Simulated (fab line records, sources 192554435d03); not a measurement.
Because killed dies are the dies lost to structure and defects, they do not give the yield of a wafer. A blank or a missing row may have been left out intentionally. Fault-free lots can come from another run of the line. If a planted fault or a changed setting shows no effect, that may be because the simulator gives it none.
The tool behind it: which one? ; flow n5 finfet ; 24 lots, 72 wafers sampled, at 6 steps of a route of 1938

WHAT EACH GAUGE READ, for each wafer
N5_BEOL_M14_OVL_MEAS_11. Usual: V13_OVL gives 4 nm (standard deviation 4.6).
lot;measured;on;V13_OVL (nm);flag
L074;day 12 21:05;overlay-02;0 0 -5;
L075;day 13 23:04;overlay-02;1 -6 1;
L077;day 13 23:23;overlay-01;11 3 7;
L076;day 14 03:38;overlay-01;4 7 15;
L078;day 14 06:40;overlay-02;7 9 0;
L079;day 14 06:43;overlay-01;8 7 4;
L081;day 14 16:37;overlay-01;6 2 7;
L082;day 14 22:06;overlay-02;4 10 9;
L080;day 15 02:23;overlay-01;-1 2 2;
L084;day 15 03:04;overlay-01;4 6 7;
L083;day 15 05:42;overlay-01;3 7 6;
L085;day 15 23:46;overlay-02;17 4 10;
L086;day 16 04:56;overlay-01;-1 0 1;
L088;day 16 10:34;overlay-01;-1 -7 -5;
L087;day 16 11:21;overlay-02;-4 -4 -3;
L089;day 17 03:36;overlay-02;5 5 3;
L093;day 17 20:47;overlay-02;5 10 10;
L092;day 17 20:57;overlay-02;3 5 8;
L090;day 18 01:49;overlay-02;4 10 8;
L091;day 18 02:32;overlay-02;5 2 1;
L096;day 18 22:36;overlay-02;3 3 10;
L095;day 19 03:10;overlay-02;3 4 9;
L097;day 19 13:14;overlay-02;5 8 6;
L094;day 19 22:15;overlay-01;1 -1 0;

N5_BEOL_M14_CD_MEAS_28 targets a cd of 284.4 nm. Usual: cd nm 284.6 nm, standard deviation 1.4.
lot;measured;on;cd nm (nm);flag
L074;day 12 22:13;cd sem-03;286.7 284.5 284.9;
L075;day 14 00:23;cd sem-01;285.6 284.0 282.6;
L077;day 14 01:14;cd sem-01;282.5 284.2 282.8;
L076;day 14 04:27;cd sem-03;285.2 286.0 283.7;
L078;day 14 07:38;cd sem-02;284.9 284.7 285.3;
L079;day 14 07:48;cd sem-02;283.4 283.0 284.0;
L081;day 14 17:36;cd sem-02;283.4 284.0 282.6;
L082;day 14 23:03;cd sem-03;283.6 281.8 282.1;
L080;day 15 03:52;cd sem-03;285.2 285.1 284.4;
L084;day 15 04:03;cd sem-02;283.7 284.2 282.6;
L083;day 15 06:40;cd sem-03;284.7 283.1 284.2;
L085;day 16 00:35;cd sem-01;283.1 283.1 283.6;
L086;day 16 05:53;cd sem-03;281.5 282.8 285.6;
L088;day 16 11:37;cd sem-01;283.3 283.6 284.1;
L087;day 16 12:18;cd sem-03;285.3 283.7 285.5;
L089;day 17 04:25;cd sem-02;286.0 285.8 286.0;
L093;day 17 21:44;cd sem-03;285.5 285.7 285.7;
L092;day 17 22:09;cd sem-03;286.3 287.3 286.2;
L090;day 18 02:38;cd sem-02;286.0 285.2 285.6;
L091;day 18 03:22;cd sem-02;284.7 285.3 285.1;
L096;day 18 23:25;cd sem-01;284.0 285.8 286.1;
L095;day 19 04:08;cd sem-01;286.1 283.3 282.7;
L097;day 19 14:06;cd sem-01;283.6 285.0 284.0;
L094;day 19 23:11;cd sem-02;285.1 286.2 285.6;

N5_BEOL_M14_RS_MEAS_54: measurement is done with a four-point probe. Usual: M14_RS gives 0.0333 ohm/sq (standard deviation 0.00038).
lot;measured;on;M14_RS (ohm/sq);flag
L074;day 13 04:13;film metro-02;0.0333 0.0337 0.0332;
L075;day 14 03:44;film metro-02;0.0335 0.0331 0.0333;
L077;day 14 06:19;film metro-02;0.0333 0.0332 0.0333;
L076;day 14 07:37;film metro-01;0.0340 0.0338 0.0330;
L078;day 14 12:58;film metro-02;0.0329 0.0329 0.0331;
L079;day 14 13:34;film metro-01;0.0327 0.0328 0.0329;
L081;day 14 20:05;film metro-02;0.0334 0.0332 0.0334;
L082;day 15 02:13;film metro-02;0.0336 0.0334 0.0330;
L080;day 15 09:31;film metro-02;0.0332 0.0331 0.0337;
L084;day 15 10:41;film metro-01;0.0334 0.0327 0.0330;
L083;day 15 10:43;film metro-02;0.0334 0.0333 0.0339;
L085;day 16 05:22;film metro-02;0.0336 0.0336 0.0343;
L086;day 16 10:25;film metro-01;0.0330 0.0337 0.0333;
L088;day 16 14:41;film metro-02;0.0331 0.0336 0.0332;
L087;day 16 15:01;film metro-02;0.0327 0.0329 0.0327;
L089;day 17 06:59;film metro-02;0.0332 0.0339 0.0333;
L093;day 18 04:01;film metro-01;0.0336 0.0336 0.0334;
L092;day 18 05:20;film metro-01;0.0338 0.0328 0.0332;
L090;day 18 07:19;film metro-01;0.0334 0.0328 0.0335;
L091;day 18 07:45;film metro-02;0.0329 0.0328 0.0335;
L096;day 19 03:59;film metro-02;0.0336 0.0332 0.0328;
L095;day 19 07:45;film metro-01;0.0338 0.0329 0.0339;
L097;day 19 18:05;film metro-01;0.0329 0.0331 0.0338;
L094;day 20 04:05;film metro-01;0.0336 0.0324 0.0336;

WHICH TOOL RAN EACH LOT (tool, then ch and the chambers of the sampled wafers, then the start)
lot;N5_BEOL_M13_ETCH_38;N5_BEOL_M14_STRIP_64;N5_BEOL_M14_PRE_CLEAN_42
L074;rie diel-02 ch 0,1,2, day 12 18:32;rie diel-04 ch 0,3, day 12 22:13 or earlier;pvd sputter-02, day 13 02:56
L075;rie diel-02 ch 1,2,3, day 13 20:38;rie diel-04 ch 0,2,3, day 14 00:23 or earlier;pvd sputter-02, day 14 02:31
L077;rie diel-03 ch 0,2,3, day 13 20:55;rie diel-01 ch 2,3, day 14 01:14 or earlier;pvd sputter-02, day 14 04:51
L076;rie diel-02 ch 0,1,3, day 14 01:27;rie diel-04 ch 1,2,3, day 14 04:27 or earlier;pvd sputter-02, day 14 06:23
L078;rie diel-05 ch 0,1, day 14 04:23;rie diel-04 ch 0,1,3, day 14 07:38 or earlier;pvd sputter-02, day 14 11:44
L079;rie diel-02 ch 2,3, day 14 04:28;rie diel-01 ch 1,2, day 14 07:48 or earlier;pvd sputter-02, day 14 12:15
L081;rie diel-03 ch 0,2, day 14 14:21;rie diel-04 ch 1,3, day 14 17:36 or earlier;pvd sputter-03, day 14 18:52
L082;rie diel-05 ch 1,2, day 14 19:49;rie diel-01 ch 0,1,2, day 14 23:03 or earlier;pvd sputter-03, day 15 00:59
L080;rie diel-05 ch 1,2, day 14 23:56;rie diel-06 ch 1,2, day 15 03:52 or earlier;pvd sputter-03, day 15 07:50
L084;rie diel-05 ch 1,2,3, day 15 00:58;rie diel-01 ch 0,3, day 15 04:03 or earlier;pvd sputter-03, day 15 08:17
L083;rie diel-02 ch 0,3, day 15 03:25;rie diel-06 ch 1,3, day 15 06:40 or earlier;pvd sputter-01, day 15 08:39
L085;rie diel-02 ch 0,2,3, day 15 21:19;rie diel-06 ch 0,1,3, day 16 00:35 or earlier;pvd sputter-03, day 16 03:58
L086;rie diel-03 ch 0,3, day 16 01:59;rie diel-06 ch 0,3, day 16 05:53 or earlier;pvd sputter-03, day 16 09:09
L088;rie diel-02 ch 0,2,3, day 16 06:36;rie diel-01 ch 1,2,3, day 16 11:37 or earlier;pvd sputter-02, day 16 13:28
L087;rie diel-05 ch 0,2,3, day 16 09:07;rie diel-04 ch 1,3, day 16 12:18 or earlier;pvd sputter-02, day 16 13:47
L089;rie diel-03 ch 0,1, day 16 23:31;rie diel-01 ch 1,3, day 17 04:25 or earlier;pvd sputter-01, day 17 05:29
L093;rie diel-03 ch 0,1,3, day 17 18:14;rie diel-01 ch 0,3, day 17 21:44 or earlier;pvd sputter-03, day 18 02:40
L092;rie diel-02 ch 0,3, day 17 18:27;rie diel-01 ch 0,1, day 17 22:09 or earlier;pvd sputter-03, day 18 03:32
L090;rie diel-05 ch 0,1,3, day 17 18:32;rie diel-06 ch 1,3, day 18 02:38 or earlier;pvd sputter-02, day 18 03:59
L091;rie diel-03 ch 0,2,3, day 17 22:02;rie diel-06 ch 1,2,3, day 18 03:22 or earlier;pvd sputter-01, day 18 05:09
L096;rie diel-03 ch 0,2,3, day 18 19:14;rie diel-04 ch 1,2,3, day 18 23:25 or earlier;pvd sputter-03, day 19 01:51
L095;rie diel-03 ch 0,2,3, day 19 00:43;rie diel-06 ch 0,1,3, day 19 04:08 or earlier;pvd sputter-02, day 19 06:07
L097;rie diel-03 ch 0,1,3, day 19 10:20;rie diel-06 ch 0,1,3, day 19 14:06 or earlier;pvd sputter-03, day 19 16:51
L094;rie diel-03 ch 0,1, day 19 19:39;rie diel-04 ch 0,2,3, day 19 23:11 or earlier;pvd sputter-03, day 20 02:52
- N5_BEOL_M13_ETCH_38: etches SiCN in CF4/N2, target depth 67.5 nm, time 71.9 s.
- N5_BEOL_M14_STRIP_64: strips in O2.
- N5_BEOL_M14_PRE_CLEAN_42: time 30 s.

WHAT THE TOOLS THEMSELVES READ (means of the sampled wafers that have a number; where no wafer has one, the mark that the record gives instead)
N5_BEOL_M13_ETCH_38. Usual: drypump motor current A 5.7 A, standard deviation 0.39; oes product au 0.78 a.u., standard deviation 0.093; rf fwd power W 428.3 W, standard deviation 1.2; rf vpp V 382.1 V, standard deviation 2; showerhead plenum p Torr 2.20 Torr, standard deviation 0.078; throttle valve pct 15.53 %, standard deviation 0.23.
lot;tool;drypump motor current A (A);oes product au (a.u.);rf fwd power W (W);rf vpp V (V);showerhead plenum p Torr (Torr);throttle valve pct (%);flag
L074;rie diel-02;5.5;0.84;428.4;381.5;2.16;15.47;
L075;rie diel-02;5.9;0.76;428.3;379.6;2.11;15.54;
L077;rie diel-03;5.7;0.71;428.2;382.6;2.23;15.64;
L076;rie diel-02;5.4;0.78;428.5;381.3;2.15;15.50;
L078;rie diel-05;5.7;0.72;428.4;381.5;2.19;15.32;
L079;rie diel-02;6.0;0.78;429.4;379.7;2.13;15.47;
L081;rie diel-03;5.8;0.70;427.8;381.5;2.16;15.65;
L082;rie diel-05;5.9;0.87;427.6;381.6;2.18;15.35;
L080;rie diel-05;5.6;0.84;428.6;381.7;2.20;15.28;
L084;rie diel-05;6.0;0.81;428.0;382.5;2.19;15.47;
L083;rie diel-02;5.2;0.84;428.4;381.9;2.19;15.39;
L085;rie diel-02;5.6;0.79;427.9;381.8;2.16;15.46;
L086;rie diel-03;5.6;0.71;428.7;384.2;2.28;15.65;
L088;rie diel-02;5.6;0.79;429.4;381.2;2.15;15.47;
L087;rie diel-05;6.1;0.84;427.7;381.3;2.17;15.41;
L089;rie diel-03;5.8;0.70;428.4;382.0;2.22;15.77;
L093;rie diel-03;5.7;0.70;429.6;383.3;2.25;15.72;
L092;rie diel-02;5.2;0.81;428.0;380.9;2.18;15.45;
L090;rie diel-05;5.9;0.82;429.1;381.8;2.19;15.35;
L091;rie diel-03;5.7;0.78;427.6;384.2;2.31;15.50;
L096;rie diel-03;5.7;0.78;427.8;384.5;2.30;15.51;
L095;rie diel-03;5.7;0.77;428.5;384.6;2.30;15.51;
L097;rie diel-03;5.7;0.70;428.2;383.0;2.24;15.75;
L094;rie diel-03;5.8;0.71;428.6;382.7;2.22;15.80;

N5_BEOL_M14_STRIP_64. Usual: drypump motor current A 5.8 A, standard deviation 0.41; oes product au 0.76 a.u., standard deviation 0.071; rf vpp V 3.6 V, standard deviation 0.45; showerhead plenum p Torr 2.12 Torr, standard deviation 0.053; throttle valve pct 16.74 %, standard deviation 0.19.
lot;tool;drypump motor current A (A);oes product au (a.u.);rf vpp V (V);showerhead plenum p Torr (Torr);throttle valve pct (%);flag
L074;rie diel-04;6.4;0.82;3.4;2.20;16.57;
L075;rie diel-04;6.1;0.76;3.1;2.18;16.82;
L077;rie diel-01;5.8;0.75;3.6;2.07;16.82;
L076;rie diel-04;5.7;0.72;3.4;2.14;16.78;
L078;rie diel-04;6.1;0.78;3.3;2.16;16.56;
L079;rie diel-01;6.1;0.79;3.5;2.05;16.79;
L081;rie diel-04;5.7;0.74;4.1;2.12;16.51;
L082;rie diel-01;5.9;0.79;4.0;2.11;16.78;
L080;rie diel-06;5.3;0.73;3.9;2.15;16.71;
L084;rie diel-01;5.6;0.75;3.4;2.12;16.85;
L083;rie diel-06;5.8;0.74;3.8;2.10;16.78;
L085;rie diel-06;5.9;0.73;3.8;2.08;16.86;
L086;rie diel-06;5.9;0.70;3.3;2.08;16.87;
L088;rie diel-01;5.8;0.74;3.7;2.06;16.83;
L087;rie diel-04;6.1;0.72;3.4;2.13;16.59;
L089;rie diel-01;5.6;0.72;3.5;2.09;16.86;
L093;rie diel-01;5.6;0.73;3.6;2.11;16.89;
L092;rie diel-01;5.7;0.76;3.9;2.13;16.79;
L090;rie diel-06;5.8;0.73;3.4;2.09;16.82;
L091;rie diel-06;5.5;0.71;3.9;2.11;16.79;
L096;rie diel-04;5.7;0.86;3.3;2.12;16.54;
L095;rie diel-06;5.8;0.79;4.1;2.08;16.75;
L097;rie diel-06;5.8;0.78;3.8;2.07;16.75;
L094;rie diel-04;6.1;0.87;3.3;2.16;16.59;

N5_BEOL_M14_PRE_CLEAN_42. Usual: heater power w 466 W, standard deviation 50.
lot;tool;heater power w (W);flag
L074;pvd sputter-02;494;
L075;pvd sputter-02;492;
L077;pvd sputter-02;523;
L076;pvd sputter-02;513;
L078;pvd sputter-02;492;
L079;pvd sputter-02;468;
L081;pvd sputter-03;403;
L082;pvd sputter-03;431;
L080;pvd sputter-03;405;
L084;pvd sputter-03;429;
L083;pvd sputter-01;551;
L085;pvd sputter-03;425;
L086;pvd sputter-03;420;
L088;pvd sputter-02;495;
L087;pvd sputter-02;528;
L089;pvd sputter-01;479;
L093;pvd sputter-03;433;
L092;pvd sputter-03;437;
L090;pvd sputter-02;472;
L091;pvd sputter-01;533;
L096;pvd sputter-03;433;
L095;pvd sputter-02;513;
L097;pvd sputter-03;431;
L094;pvd sputter-03;434;

THE ANSWER, worked out from the rows above alone
Rule: take the mean of a lot's wafers that have a number; if it is more than 3 standard deviations from the usual mean, the lot is off. A lot without any number at a reading at which 4 lots or more have one is off too. All remaining lots with rows at the step are treated as sound. The gauges are gone through in route order, then the tools' own readings, and for those a lot's mean is taken as printed above. At the first step where some lot is off, the reading lying furthest off is the one used; lots without a number count as furthest.
Across all readings shown, no lot is off: no conclusion can be drawn from this.

WHAT THE SIMULATOR HAD PUT IN
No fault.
